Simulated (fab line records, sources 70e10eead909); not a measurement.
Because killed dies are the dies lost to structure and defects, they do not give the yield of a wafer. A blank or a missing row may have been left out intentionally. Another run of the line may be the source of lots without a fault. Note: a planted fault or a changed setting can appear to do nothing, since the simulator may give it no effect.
fab line records	flow nand_harc
[record] lots = 9	wafers = 27	last_day = 33
route steps=1302 shown A_CHANNEL_HOLE_D2@587 END@1302
lots that met no fault: from a run of the same line without faults
start_h: the number of hours between the record's first day and the start of the first shown wafer of the lot	wait_h: hours from the lot's prior step to this one	" as in the row above	L1.1+2: a row that stands for several wafers	- value missing, or start not given	* or withheld: withheld	< > ~ a bound
route shown NAME@n: NAME is a module with steps in the file, n the number in the route of the first one	usual: mean and standard deviation over wafers with no fault	same: alike in all rows	chamber/n: place in a boat	sites: each site's reading	_std_site: the values' standard deviation	_edge_site: the outer-site mean with the inner-site mean subtracted	radius_mm: how far each site lies from the wafer's centre	mask NAME#n: copy n	behind: tool/chamber where the wafer was last shaped	hold: why the lot went on hold/how many hours it stayed there/how the hold came to an end	device: which transistor (n, p or np) failed to switch	end of line: at the end of the route, the tests of the same wafers	a step given without rows: its recipe and nothing more	killed: dies lost to structure and defects at the first sort, not the wafer's yield	map: per-die view of a wafer (x killed, . not killed, _ where there is no die)
set.NAME: the run value of the setting; set.NAME@STEP: its run value at that earlier step	model.NAME: the simulator's own value behind a step, which no gauge read
steps of the route over a sample of lots; a table a step, a row a wafer
services: the hour from which a tool's chamber was out of use, counted from the record's first day as start_h (under 0 if before that day), plus the number of hours and why
[[steps]]
[step NHARC_A_CHANNEL_HOLE_D2_ETCH_39]
[recipe] target_depth_a = 2600	over_etch_frac = 0.3	time_s = 325	ion_energy_ev = 200	n2_flow_sccm = 150	h2_flow_sccm = 150	ar_flow_sccm = 0	rf_w = 400	bias_w = 150	chemistry = N2/H2
[usual] bias_w = 150.0/0.44	chamber_pressure_mTorr = 29.996/0.026	drypump_motor_current_A = 5.8/0.55	n2_flow_sccm = 150.0/0.44	oes_product_au = 1.003/0.011	rf_vpp_V = 430.4/2.5	showerhead_plenum_p_Torr = 2.04/0.085	throttle_valve_pct = 14.170/0.0094
lot.wafer	tool	chamber	start_h	wait_h	bias_w	chamber_pressure_mTorr	drypump_motor_current_A	n2_flow_sccm	oes_product_au	rf_hours_counter_h	rf_vpp_V	showerhead_plenum_p_Torr	throttle_valve_pct
L352.4	rie_diel-09	2	-	-	150.1	29.982	5.8	149.9	0.992	7.0	429.9	2.01	14.168
L352.2	"	0	"	"	149.2	29.993	5.7	150.4	0.990	8.9	432.8	2.17	14.179
L352.5	"	2	"	"	150.2	29.975	5.7	149.5	0.996	-	429.7	2.01	14.164
L355.3	rie_diel-05	1	-	-	150.3	29.995	5.2	149.7	1.012	5.0	428.5	1.99	14.160
L355.1	"	2	"	"	149.8	29.984	5.2	149.8	1.012	5.3	430.5	2.04	14.168
L355.4	"	0	"	"	150.5	29.970	6.4	149.5	0.994	-	433.8	2.15	14.177
L354.3	rie_diel-10	1	-	-	149.5	30.051	5.9	149.1	1.025	4.3	429.8	2.03	14.163
L354.6	"	1	"	"	149.5	30.021	6.0	149.5	1.018	-	431.3	2.03	14.163
L354.5	"	2	"	"	150.1	30.010	4.9	149.9	1.017	-	433.9	2.16	14.164
L356.1	rie_diel-09	2	-	-	149.9	30.016	5.7	150.2	0.992	0.3	430.7	2.01	14.165
L356.6	"	2	"	"	149.4	30.006	5.7	150.7	0.981	-	428.2	2.01	14.163
L356.5	"	3	"	"	149.8	30.022	6.0	150.9	1.001	-	433.8	2.14	14.178
L359.1	rie_diel-09	1	-	-	150.4	30.014	6.7	149.7	0.999	3.0	428.7	1.99	14.176
L359.4	"	2	"	"	149.3	29.994	5.8	150.0	0.975	2.6	429.1	2.00	14.167
L359.3	"	3	"	"	149.4	29.960	6.0	150.2	1.000	2.2	432.7	2.14	14.168
L368.3	rie_diel-05	3	-	-	149.9	29.990	6.1	150.4	1.013	2.6	425.7	1.91	14.183
L368.4	"	2	"	"	149.7	30.016	5.2	150.4	0.995	2.3	430.8	2.04	14.163
L368.6	"	3	"	"	149.4	30.022	6.0	149.9	1.009	-	427.8	1.91	14.166
L371.4	rie_diel-05	2	-	-	150.3	30.020	5.1	150.2	0.992	5.2	431.0	2.04	14.180
L371.3	"	0	"	"	149.6	29.964	6.5	149.8	1.007	5.0	434.1	2.15	14.160
L371.2	"	1	"	"	150.6	29.960	5.2	150.4	1.004	4.3	429.5	1.99	14.176
L373.4	rie_diel-09	2	-	-	149.3	30.006	5.8	150.3	1.003	0.2	430.8	2.00	14.174
L373.6	"	1	"	"	149.5	29.972	6.7	149.4	0.983	-	429.3	1.99	14.164
L373.5	"	2	"	"	149.6	29.983	5.8	149.7	1.000	-	429.0	2.00	14.177
L374.4	rie_diel-05	2	-	-	150.5	30.023	5.1	150.5	1.005	6.6	431.6	2.04	14.180
L374.2	"	3	"	"	150.2	30.045	6.1	149.9	1.026	7.6	427.6	1.90	14.169
L374.6	"	2	"	"	150.0	29.954	5.2	150.1	0.995	-	428.6	2.04	14.158
[step NHARC_A_CHANNEL_HOLE_D2_ETCH_16]
[recipe] target_depth_a = 31000	over_etch_frac = 0.3	time_s = 806	ion_energy_ev = 150	o2_flow_sccm = 400	cos_flow_sccm = 20	ar_flow_sccm = 0	rf_w = 500	bias_w = 300	chemistry = O2/COS
[usual] bias_w = 300.2/0.89	chamber_pressure_mTorr = 19.999/0.018	drypump_motor_current_A = 5.8/0.52	o2_flow_sccm = 399.9/1.2	oes_product_au = 1.003/0.011	rf_vpp_V = 314.1/1.9	showerhead_plenum_p_Torr = 3.12/0.12	throttle_valve_pct = 28.331/0.0088
lot.wafer	tool	chamber	start_h	wait_h	bias_w	chamber_pressure_mTorr	drypump_motor_current_A	o2_flow_sccm	oes_product_au	rf_hours_counter_h	rf_vpp_V	showerhead_plenum_p_Torr	throttle_valve_pct
L352.2	rie_diel-09	2	-	-	300.3	20.015	5.8	399.2	0.998	7.3	313.9	3.08	28.314
L352.4	"	3	"	"	299.8	19.987	6.0	399.0	1.006	8.1	315.6	3.27	28.336
L352.5	"	3	"	"	300.0	20.016	6.0	400.4	0.998	-	316.5	3.27	28.342
L355.1	rie_diel-05	3	-	-	299.0	20.008	6.1	399.5	1.007	5.6	311.8	2.94	28.341
L355.4	"	0	"	"	300.2	19.991	6.5	399.7	0.999	4.5	317.0	3.28	28.336
L355.3	"	1	"	"	300.2	19.993	5.2	401.8	1.005	5.3	313.4	3.05	28.328
L354.3	rie_diel-10	0	-	-	300.4	19.981	5.8	400.2	1.009	5.0	312.6	3.06	28.325
L354.5	"	3	"	"	301.0	20.010	5.1	399.5	1.017	-	315.3	3.17	28.346
L354.6	"	0	"	"	300.6	19.975	5.8	401.6	1.000	-	315.6	3.06	28.333
L356.1	rie_diel-09	2	-	-	300.9	19.986	5.7	402.3	0.988	0.6	312.6	3.07	28.319
L356.6	"	0	"	"	300.0	19.990	5.7	401.0	1.002	-	317.1	3.30	28.319
L356.5	"	1	"	"	298.5	20.049	6.7	399.0	1.008	-	314.1	3.05	28.325
L359.4	rie_diel-09	2	-	-	301.3	19.988	5.8	399.4	0.981	2.7	311.9	3.07	28.320
L359.1	"	0	"	"	300.1	19.976	5.7	400.4	0.997	3.0	316.8	3.30	28.330
L359.3	"	1	"	"	299.2	19.980	6.7	401.7	1.005	3.3	313.6	3.05	28.332
L368.4	rie_diel-05	1	-	-	298.3	19.981	5.3	402.2	1.012	2.1	311.6	3.05	28.331
L368.3	"	2	"	"	298.8	19.975	5.1	399.5	1.003	2.5	313.8	3.12	28.329
L368.6	"	0	"	"	301.4	19.993	6.4	400.2	1.001	-	317.8	3.27	28.325
L371.3	rie_diel-05	0	-	-	298.5	19.977	6.4	402.1	0.993	5.2	315.4	3.27	28.324
L371.4	"	2	"	"	299.4	19.986	5.1	399.7	1.001	5.5	313.8	3.12	28.341
L371.2	"	3	"	"	298.8	19.980	6.1	400.0	1.028	6.2	312.3	2.93	28.318
L373.4	rie_diel-09	0	-	-	300.0	19.984	5.7	400.1	0.984	0.5	317.2	3.29	28.320
L373.5	"	2	"	"	302.4	19.989	5.8	400.4	0.998	-	312.9	3.07	28.335
L373.6	"	3	"	"	300.4	20.001	6.0	398.8	0.998	-	316.6	3.26	28.336
L374.2	rie_diel-05	3	-	-	299.8	20.033	6.1	400.8	1.023	7.9	311.3	2.93	28.337
L374.4	"	0	"	"	300.9	19.994	6.4	399.3	1.010	7.1	316.2	3.27	28.332
L374.6	"	3	"	"	299.1	20.021	6.1	399.7	1.016	-	311.7	2.93	28.323
[step NHARC_A_CHANNEL_HOLE_D2_ETCH_21]
[recipe] bias_v = 3000	source_w = withheld	pressure_mtorr = 20	time_s = 514.3	ar_flow_sccm = 375	c4f8_flow_sccm = 89.3	o2_flow_sccm = 35.7	temp_c = -20	target_depth_a = 16000	chemistry = C4F8/O2/Ar
[usual] c4f8_flow_sccm = 89.30/0.28	chamber_pressure_mTorr = 20.002/0.02	drypump_motor_current_A = 5.9/0.61	o2_flow_sccm = 35.70/0.11	showerhead_plenum_p_Torr = 3.74/0.16	throttle_valve_pct = 32.156/0.0089
lot.wafer	tool	chamber	start_h	wait_h	c4f8_flow_sccm	chamber_pressure_mTorr	drypump_motor_current_A	o2_flow_sccm	rf_hours_counter_h	showerhead_plenum_p_Torr	throttle_valve_pct
L352.2	har_etch-01	1	294.29	0.3	88.80	19.973	5.4	35.68	154	3.69	32.157
L352.4	"	1	"	"	89.30	19.992	5.3	35.61	-	3.69	32.160
L352.5	"	0	"	"	89.52	20.015	5.4	35.72	-	3.56	32.160
L355.1	har_etch-02	0	337.03	0.3	89.12	19.997	5.9	35.56	389	3.62	32.147
L355.4	"	0	"	"	89.02	20.034	5.9	35.63	-	3.62	32.157
L355.3	"	1	"	"	89.15	19.992	6.8	35.74	-	3.92	32.152
L354.3	har_etch-01	1	337.46	0.3	89.24	20.018	5.3	35.81	-	3.68	32.143
L354.6	"	0	"	"	89.17	20.034	5.4	35.62	-	3.55	32.169
L354.5	"	1	"	"	89.57	19.998	5.3	35.78	-	3.68	32.131
L356.1	har_etch-02	1	341.27	0.3	89.15	19.984	6.8	35.68	378	3.92	32.147
L356.6	"	0	"	"	89.41	19.991	5.9	35.77	-	3.62	32.154
L356.5	"	1	"	"	89.32	19.975	6.8	35.53	-	3.92	32.151
L359.1	har_etch-01	1	371.79	0.3	89.52	20.016	5.3	35.66	195	3.67	32.149
L359.3	"	1	"	"	89.19	20.009	5.3	35.71	-	3.67	32.159
L359.4	"	0	"	"	89.03	20.018	5.4	35.59	-	3.54	32.143
L368.3	har_etch-02	1	453.99	0.3	88.89	20.007	6.9	35.71	-	3.88	32.164
L368.4	"	0	"	"	89.03	20.016	5.9	35.96	-	3.91	32.159
L368.6	"	1	"	"	89.29	20.033	6.8	35.64	-	3.88	32.169
L371.2	har_etch-01	1	501.68	0.3	89.21	20.026	5.3	35.83	275	3.63	32.163
L371.3	"	1	"	"	89.01	20.023	5.3	35.80	-	3.63	32.154
L371.4	"	0	"	"	89.54	19.983	5.4	35.64	-	3.49	32.156
L373.4	har_etch-01	0	518.66	0.3	88.87	20.022	5.4	35.53	-	3.49	32.147
L373.6	"	0	"	"	89.09	19.989	5.4	35.59	-	3.49	32.152
L373.5	"	1	"	"	89.42	19.998	5.3	35.63	-	3.62	32.142
L374.2	har_etch-02	0	518.75	0.3	89.25	19.969	5.9	35.66	73	3.89	32.175
L374.4	"	1	"	"	89.36	20.022	6.8	35.80	-	3.87	32.162
L374.6	"	1	"	"	89.86	20.018	6.9	35.58	-	3.87	32.162
[step NHARC_A_CHANNEL_HOLE_D2_ETCH_22]
[recipe] bias_v = 3000	source_w = withheld	pressure_mtorr = 20	time_s = 666.7	ar_flow_sccm = 375	c4f8_flow_sccm = 89.3	o2_flow_sccm = 35.7	temp_c = -20	target_depth_a = 16000	chemistry = C4F8/O2/Ar
[usual] c4f8_flow_sccm = 89.32/0.27	chamber_pressure_mTorr = 19.999/0.018	drypump_motor_current_A = 5.9/0.62	o2_flow_sccm = 35.70/0.1	showerhead_plenum_p_Torr = 3.74/0.16	throttle_valve_pct = 32.155/0.0089
lot.wafer	tool	chamber	start_h	wait_h	c4f8_flow_sccm	chamber_pressure_mTorr	drypump_motor_current_A	o2_flow_sccm	rf_hours_counter_h	showerhead_plenum_p_Torr	throttle_valve_pct
L352.2	har_etch-01	1	294.75	0.4	89.21	19.984	5.4	35.55	154	3.69	32.156
L352.4	"	1	"	"	88.86	20.008	5.4	35.62	-	3.69	32.149
L352.5	"	0	"	"	89.37	20.001	5.3	35.71	-	3.56	32.155
L355.1	har_etch-02	0	337.47	0.4	-	-	-	-	-	-	-
L355.4	"	0	"	"	-	-	-	-	-	-	-
L355.3	"	1	"	"	-	-	-	-	-	-	-
L354.3	har_etch-01	1	337.97	0.4	-	-	-	-	-	-	-
L354.6	"	0	"	"	-	-	-	-	-	-	-
L354.5	"	1	"	"	-	-	-	-	-	-	-
L356.1	har_etch-02	1	341.73	0.4	-	-	-	-	-	-	-
L356.6	"	0	"	"	-	-	-	-	-	-	-
L356.5	"	1	"	"	-	-	-	-	-	-	-
L359.1	har_etch-01	1	372.23	0.4	89.16	20.030	5.3	35.67	196	3.67	32.160
L359.3	"	1	"	"	89.47	20.014	5.3	35.77	-	3.67	32.150
L359.4	"	0	"	"	89.15	20.014	5.4	35.78	-	3.54	32.162
L368.3	har_etch-02	1	454.48	0.4	89.13	20.008	6.8	35.66	-	3.88	32.161
L368.4	"	0	"	"	89.35	19.976	5.9	35.76	-	3.91	32.156
L368.6	"	1	"	"	89.52	19.990	6.8	35.67	-	3.88	32.162
L371.2	har_etch-01	1	502.12	0.4	89.40	19.990	5.3	35.66	276	3.63	32.164
L371.3	"	1	"	"	89.91	19.975	5.3	35.90	-	3.63	32.155
L371.4	"	0	"	"	89.16	20.027	5.3	35.62	-	3.49	32.151
L373.4	har_etch-01	0	519.14	0.4	89.45	20.023	5.4	35.48	-	3.49	32.168
L373.6	"	0	"	"	89.19	20.021	5.3	35.62	-	3.49	32.161
L373.5	"	1	"	"	88.66	19.982	5.3	35.72	-	3.62	32.169
L374.2	har_etch-02	0	519.21	0.4	89.34	19.996	5.9	35.67	73	3.89	32.149
L374.4	"	1	"	"	89.09	19.989	6.8	35.52	-	3.87	32.151
L374.6	"	1	"	"	89.21	20.008	6.8	35.67	-	3.86	32.143
[step NHARC_A_CHANNEL_HOLE_D2_CD_MEAS_31]
[usual] cd_nm = 90.1/1.5
lot.wafer	tool	chamber	start_h	wait_h	cd_nm
L352.2	cd_sem-03	-	299.30	-	89.5
L352.4	"	-	"	"	87.5
L352.5	"	-	"	"	89.0
L355.1	cd_sem-03	-	342.13	-	3.0
L355.3	"	-	"	"	1.6
L355.4	"	-	"	"	0.8
L354.3	cd_sem-01	-	342.34	-	0.6
L354.5	"	-	"	"	0.1
L354.6	"	-	"	"	0.5
L356.1	cd_sem-02	-	346.28	-	2.0
L356.5	"	-	"	"	2.1
L356.6	"	-	"	"	1.1
L359.1	cd_sem-02	-	376.90	-	90.5
L359.3	"	-	"	"	88.3
L359.4	"	-	"	"	89.7
L368.3	cd_sem-01	-	458.95	-	91.2
L368.4	"	-	"	"	89.2
L368.6	"	-	"	"	88.7
L371.2	cd_sem-03	-	506.78	-	90.3
L371.3	"	-	"	"	88.1
L371.4	"	-	"	"	89.4
L373.4	cd_sem-02	-	523.63	-	90.8
L373.5	"	-	"	"	91.4
L373.6	"	-	"	"	91.5
L374.2	cd_sem-02	-	523.77	-	88.5
L374.4	"	-	"	"	91.4
L374.6	"	-	"	"	88.9
[step NHARC_A_CHANNEL_HOLE_D2_XSEM_32]
[recipe] landing_energy_ev = 35000
[usual] bot_cd_nm = 74.9/1.6	bow_nm = 8.65/0.23	tilt_deg = 0.07/0.035
lot.wafer	tool	chamber	start_h	wait_h	bot_cd_nm	bow_nm	tilt_deg
L352.2	xsem-01	0	299.39	0.1	74.6	8.77	0.16
L352.4	"	0	"	"	72.6	8.89	0.16
L352.5	"	0	"	"	74.0	8.79	0.17
L355.1	xsem-01	0	342.21	0.1	2.4	0.26	0.02
L355.3	"	0	"	"	1.4	0.26	0.02
L355.4	"	0	"	"	0.3	0.26	0.02
L354.3	xsem-02	0	342.43	0.1	0.5	0.56	-0.02
L354.5	"	0	"	"	0.1	0.56	-0.02
L354.6	"	0	"	"	0.5	0.56	-0.02
L356.1	xsem-01	0	346.36	0.1	2.5	0.05	0.07
L356.5	"	0	"	"	3.0	0.05	0.07
L356.6	"	0	"	"	1.8	0.05	0.07
L359.1	xsem-02	0	376.99	0.1	75.9	8.56	0.05
L359.3	"	0	"	"	73.3	8.54	0.05
L359.4	"	0	"	"	74.3	8.60	0.05
L368.3	xsem-01	0	459.04	0.1	76.0	8.34	0.11
L368.4	"	0	"	"	74.5	8.33	0.11
L368.6	"	0	"	"	73.6	8.31	0.11
L371.2	xsem-02	0	506.87	0.1	75.3	8.57	0.11
L371.3	"	0	"	"	72.2	8.65	0.11
L371.4	"	0	"	"	73.4	8.51	0.11
L373.4	xsem-02	0	523.73	0.1	76.3	8.83	0.05
L373.5	"	0	"	"	76.5	8.77	0.05
L373.6	"	0	"	"	76.7	8.83	0.04
L374.2	xsem-01	0	523.86	0.1	72.6	9.01	0.06
L374.4	"	0	"	"	76.6	8.99	0.06
L374.6	"	0	"	"	73.6	8.89	0.06
[step NHARC_END_SORT_01]
[recipe] temp_c = 25
[usual] killed_at_array = 56/18	killed_at_other = 1.4/1.5	killed_at_periphery = 4/3.1	killed_dies = 61/19	killed_open = 3.5/1.8	killed_short = 2.4/1.4
[same] gross_dies = 677
lot.wafer	tool	chamber	start_h	wait_h	killed_at_array	killed_at_other	killed_at_periphery	killed_dies	killed_open	killed_short
L355.1	prober-02	0	600.96	2.5	670	1	6	677	3	2
L355.3	prober-02	0	602.53	3.1	672	2	3	677	2	2
L355.4	prober-02	0	603.31	3.4	666	7	4	677	6	1
L354.3	prober-01	0	608.47	3.1	675	0	2	677	5	4
L354.5	prober-01	0	610.05	3.7	675	1	1	677	0	0
L354.6	prober-01	0	610.83	3.9	675	1	1	677	4	1
L356.1	prober-02	0	612.33	2.5	675	1	1	677	4	4
L356.5	prober-02	0	615.51	3.7	675	1	1	677	6	0
L356.6	prober-02	0	616.31	4.0	675	1	1	677	3	5
// killed by level:class
L355.1 A_CHANNEL_HOLE_D2:area_etch=599 A_CHANNEL_HOLE_D1:chamber_film_flake=33 A_CHANNEL_HOLE_D2:chamber_film_flake=28 P_ZERO_WELL:chamber_film_flake=3 A_CHANNEL_FILL_D2:chamber_film_flake=3 A_WL_FILL:geometric_particle:short=2 P_GATE:geometric_particle:open=1 P_CONTACT:geometric_particle:open=1
L355.3 A_CHANNEL_HOLE_D2:area_etch=614 A_CHANNEL_HOLE_D1:chamber_film_flake=32 A_CHANNEL_HOLE_D2:chamber_film_flake=16 A_STAIRCASE:chamber_film_flake=3 A_CHANNEL_FILL_D2:chamber_film_flake=3 THIN_TSV:chamber_film_flake=2 P_STI:geometric_particle:short=1 P_M1:geometric_particle:open=1
L355.4 A_CHANNEL_HOLE_D2:area_etch=599 A_CHANNEL_HOLE_D2:chamber_film_flake=29 A_CHANNEL_HOLE_D1:chamber_film_flake=19 THIN_TSV:chamber_film_flake=7 A_STAIRCASE:chamber_film_flake=5 A_DECK1_JOINT:chamber_film_flake=4 A_CHANNEL_FILL_D2:chamber_film_flake=3 P_CONTACT:geometric_particle:open=2
L354.3 A_CHANNEL_HOLE_D2:area_etch=620 A_SLIT:chamber_film_flake=28 A_CHANNEL_HOLE_D2:geometric_particle:open=4 A_CHANNEL_HOLE_D2:chamber_film_flake=4 A_CONTACT:chamber_film_flake=4 A_STAIRCASE:chamber_film_flake=3 P_STI:chamber_film_flake=2 A_CHANNEL_HOLE_D1:chamber_film_flake=2
L354.5 A_CHANNEL_HOLE_D2:area_etch=632 A_SLIT:chamber_film_flake=17 A_CHANNEL_HOLE_D2:chamber_film_flake=12 A_CONTACT:chamber_film_flake=8 A_CHANNEL_HOLE_D1:chamber_film_flake=2 A_STAIRCASE:chamber_film_flake=2 P_ZERO_WELL:chamber_film_flake=1 A_WL_FILL:chamber_film_flake=1
L354.6 A_CHANNEL_HOLE_D2:area_etch=617 A_SLIT:chamber_film_flake=32 A_CONTACT:chamber_film_flake=7 A_CHANNEL_HOLE_D2:chamber_film_flake=4 A_STAIRCASE:chamber_film_flake=4 A_CHANNEL_HOLE_D1:chamber_film_flake=3 A_CHANNEL_FILL_D2:chamber_film_flake=3 A_ONON_D2:geometric_particle:open=1
L356.1 A_CHANNEL_HOLE_D2:area_etch=610 A_CHANNEL_HOLE_D2:chamber_film_flake=34 A_CHANNEL_HOLE_D1:chamber_film_flake=6 A_CONTACT:chamber_film_flake=6 A_STAIRCASE:chamber_film_flake=4 A_DECK1_JOINT:chamber_film_flake=3 A_CHANNEL_FILL_D2:chamber_film_flake=3 A_CHANNEL_HOLE_D2:geometric_particle:open=2
L356.5 A_CHANNEL_HOLE_D2:area_etch=607 A_CHANNEL_HOLE_D2:chamber_film_flake=47 A_CHANNEL_HOLE_D1:chamber_film_flake=5 A_M1:chamber_film_flake=3 A_CHANNEL_FILL_D2:geometric_particle:open=2 A_CHANNEL_FILL_D2:chamber_film_flake=2 A_STAIRCASE:chamber_film_flake=2 A_CONTACT:chamber_film_flake=2
L356.6 A_CHANNEL_HOLE_D2:area_etch=621 A_CHANNEL_HOLE_D2:chamber_film_flake=31 A_STAIRCASE:chamber_film_flake=4 A_CHANNEL_HOLE_D1:chamber_film_flake=3 A_CONTACT:chamber_film_flake=3 A_CHANNEL_HOLE_D2:geometric_particle:open=2 A_CHANNEL_FILL_D2:chamber_film_flake=2 P_M1:geometric_particle:open=1
[[services]]
tool	chamber	start_h	hours	kind
rie_diel-05	0	262.92	13.1	repair
rie_diel-05	1	263.10	-	clean
rie_diel-05	2	263.10	-	clean
rie_diel-05	3	263.10	-	clean
har_etch-02	1	271.95	-	consumable_replace:showerhead
har_etch-02	1	271.95	17.0	scheduled_down
har_etch-02	1	271.95	17.0	vent_cycle
rie_diel-09	0	275.02	-	clean
rie_diel-09	1	275.02	-	clean
rie_diel-09	2	275.02	-	clean
rie_diel-09	3	275.02	-	clean
rie_diel-05	-	310.93	1.6	repair
rie_diel-09	-	320.10	9.0	pm
rie_diel-05	3	327.42	6.9	repair
rie_diel-10	1	348.58	1.7	repair
xsem-01	-	374.00	14.0	pm
rie_diel-10	1	374.87	7.8	repair
har_etch-02	-	377.00	17.0	pm
rie_diel-05	-	406.60	9.0	pm
rie_diel-09	3	408.66	6.2	repair
rie_diel-10	-	419.50	9.0	pm
rie_diel-10	3	431.38	8.0	repair
rie_diel-10	3	478.23	5.2	repair
rie_diel-09	-	497.74	9.0	pm
[[key]]
[first_sign] step = NHARC_A_CHANNEL_HOLE_D2_ETCH_22	reading = tool_record	direction = missing
[effect] step = NHARC_A_CHANNEL_HOLE_D2_CD_MEAS_31	reading = cd_nm	direction = down	sigmas = 60	usual = 90.1	struck = 1.3
[effect] step = NHARC_A_CHANNEL_HOLE_D2_XSEM_32	reading = bot_cd_nm	direction = down	sigmas = 46	usual = 74.9	struck = 1.4
[effect] step = NHARC_END_SORT_01	reading = killed_at_array	direction = up	sigmas = 34	usual = 56	struck = 673
[more_kills_born_at] NHARC_A_CHANNEL_HOLE_D2_ETCH_22@har_etch-02 = 3650	NHARC_A_CHANNEL_HOLE_D2_ETCH_22@har_etch-01 = 1869
met_at NHARC_A_CHANNEL_HOLE_D2_ETCH_22
struck_lots L354,L355,L356
later_rows_left_out L354.3,L354.5,L354.6,L355.1,L355.3,L355.4,L356.1,L356.5,L356.6
tester_left_out L354,L355,L356
not_acting_at NHARC_A_CHANNEL_HOLE_D2_ETCH_39,NHARC_A_CHANNEL_HOLE_D2_ETCH_16,NHARC_A_CHANNEL_HOLE_D2_ETCH_21
onset_between 294.75 337.47
[fault] kind = skipped_step_whole	tool = har_etch-01,har_etch-02	chamber = -	onset_h = 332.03	steps = NHARC_A_CHANNEL_HOLE_D2_ETCH_22	scope = struck_lots_only
// tester_left_out: of these lots the tester's yield and bins aren't shown, on N5 and GAA mostly nor the transistor test; their killed dies are dies lost to structure and defects alone, not to doping, threshold or leakage, so they don't give the yield
// later_rows_left_out: the simulator's readings of these wafers behind a module that went badly wrong aren't trusted and aren't shown, but for the sort
